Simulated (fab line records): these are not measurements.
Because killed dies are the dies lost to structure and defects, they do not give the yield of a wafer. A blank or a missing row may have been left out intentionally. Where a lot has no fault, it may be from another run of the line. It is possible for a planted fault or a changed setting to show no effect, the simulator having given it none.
A lot that was struck, set against a sound lot    flow nand harc    15 steps out of a route of 1159
Sound: the wafers L996.1, L996.3, L996.4. Wafers L104.1, L104.3, L104.4 were the ones struck. Last of all comes the cause.
Each step with rows lists, per side, the tool, then ch with its chambers, then its first start. Under that, the readings that differ: sound wafers    struck wafers    difference of the means    sigmas: that difference in standard deviations of wafers without a fault.
alike: readings whose means differ by less than 2 such deviations, and words and numbers that are the same on both sides. not compared: withheld readings, readings that some wafer has no value for, bounds like >300 that may hide the same value, and numbers for which the record gives no deviation and whose values overlap.
Wherever a step has rows on one side only, a row that says differs or no value, or a row with sigmas, the two part there. Non-overlapping numbers with no deviation appear without sigmas and do not part them. Lack of a reading on every wafer of one side parts them only where that side has two or more wafers.

first, 7 steps without rows for these wafers: NHARC_P_ZERO_WELL_HMDS_30 (time 30 s); NHARC_P_ZERO_WELL_COAT_31; NHARC_P_ZERO_WELL_SOFTBAKE_32 (time 95 s); NHARC_P_ZERO_WELL_EBR_33; NHARC_P_ZERO_WELL_EXPOSE_34 (exposes mask P PWELL, target cd 720 nm); NHARC_P_ZERO_WELL_PEB_35 (peb time 85 s); NHARC_P_ZERO_WELL_DEVELOP_36 (time 70 s).
NHARC_P_ZERO_WELL_CD_MEAS_37 targets a cd of 720 nm.
  sound on cd sem-03 ch 0, day 3 03:58; struck on cd sem-01 ch 0, day 5 03:51
  alike: cd nm
then, 1 step without rows for these wafers: NHARC_P_ZERO_WELL_HARDBAKE_38 (time 80 s).
NHARC_P_ZERO_WELL_DESCUM_39: chemistry O2, time 3 s.
  sound on rie diel-02 ch 0,1,2, day 3 04:08; struck on rie diel-09 ch 0,2,3, day 5 04:01
reading                 sound  struck  difference  sigmas
rf hours counter h (h)  6 6 3  1 1 1   -4          
  alike: drypump motor current A, oes product au, rf vpp V, showerhead plenum p Torr, throttle valve pct
then, 2 steps without rows for these wafers: NHARC_P_ZERO_WELL_IMPLANT_40; NHARC_P_ZERO_WELL_IMPLANT_59.
NHARC_P_ZERO_WELL_IMPLANT_60:
  struck on implanter-01, day 5 04:31; sound on implanter-01 ch 0, day 3 04:38
  no value came back on the struck wafers for beam energy keV, beam on s (s), dose ions cm2; on the sound wafers beam energy keV reads 30.000 30.000 30.003
then, 1 step without rows for these wafers: NHARC_P_ZERO_WELL_STRIP_41 (strips in SPM, time 840 s).
-- jump in the record: it breaks off in module P_ZERO_WELL and resumes in module END (first step shown: number 1159 of the route), and 17 days separate the struck wafers' starts before and after --
NHARC_END_SORT_01:
  sound on prober-01 ch 0, day 19 22:03; struck on prober-01 ch 0, day 22 11:43
reading              sound     struck                                                                difference                    sigmas
hold                 - - -     await dispo/4.7h/scrap await dispo/4.7h/scrap await dispo/4.7h/scrap  no value on the sound wafers  
killed at periphery  7 4 1     664 664 661                                                           +659                          +99 or more
killed dies          22 22 21  677 677 677                                                           +655                          +74
  alike: killed at array, killed at other, killed open, killed short

WHERE THEY PART
Earliest at NHARC_P_ZERO_WELL_IMPLANT_60; latest, in this record, at NHARC_END_SORT_01.

WHY: what the simulator had put in
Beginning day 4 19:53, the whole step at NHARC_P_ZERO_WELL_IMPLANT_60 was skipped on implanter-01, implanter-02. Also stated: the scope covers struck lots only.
